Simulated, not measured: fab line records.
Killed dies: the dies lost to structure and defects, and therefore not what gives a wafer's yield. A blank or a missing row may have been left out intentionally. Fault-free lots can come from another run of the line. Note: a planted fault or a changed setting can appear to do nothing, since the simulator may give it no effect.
Chamber matching	flow n5_finfet	4 sister chambers for N5_BEOL_M13_VIA_ETCH_16 on rie_diel-01
The step etches SiOC in C4F8/O2/Ar, target depth 921.7 nm. 8 wafers are shown with their chamber, then 10 later ones without.

== WAFERS WITH THEIR CHAMBER ==
wafer	chamber	drypump_motor_current_A (A)	throttle_valve_pct (%)
L085.1	3	6.1	24.76
L084.1	1	5.3	24.30
L084.3	0	6.4	23.92
L087.3	2	6.0	23.82
L087.4	1	5.3	24.30
L087.5	3	6.1	24.75
L091.1	2	6.1	23.83
L091.3	0	6.4	23.93

== WAFERS WHOSE CHAMBER IS MISSING ==
wafer	drypump_motor_current_A (A)	throttle_valve_pct (%)
L091.6	6.4	23.92
L094.1	6.0	24.45
L094.2	6.4	23.93
L094.5	5.3	24.34
L096.1	6.4	23.94
L096.2	6.0	24.45
L096.6	5.3	24.34
L095.1	5.3	24.34
L095.2	6.4	23.95
L095.5	5.3	24.33

== CHAMBER TAKEN BY EACH ==
wafer	from the rows above	in truth
L091.6	0	0
L094.1	1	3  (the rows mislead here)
L094.2	0	0
L094.5	1	1
L096.1	0	0
L096.2	1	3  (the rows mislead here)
L096.6	1	1
L095.1	1	1
L095.2	0	0
L095.5	1	1
8 of 10 placed correctly. From these rows, 0 cannot be placed. Wrongly placed: 2.
How it was worked out, from the rows above alone: a wafer's distance from a chamber is the root of the sum, over the readings, of the square of ((its reading less the chamber's mean) divided by the reading's scatter). If the next closest chamber is less than 2 further off than the closest, the wafer can't be placed; otherwise it belongs to the closest. Each chamber's mean is taken over the wafers shown for it. The scatter is the square root of a quotient: the sum, over the shown wafers, of each reading's squared deviation from its chamber's mean, divided by wafers minus chambers.
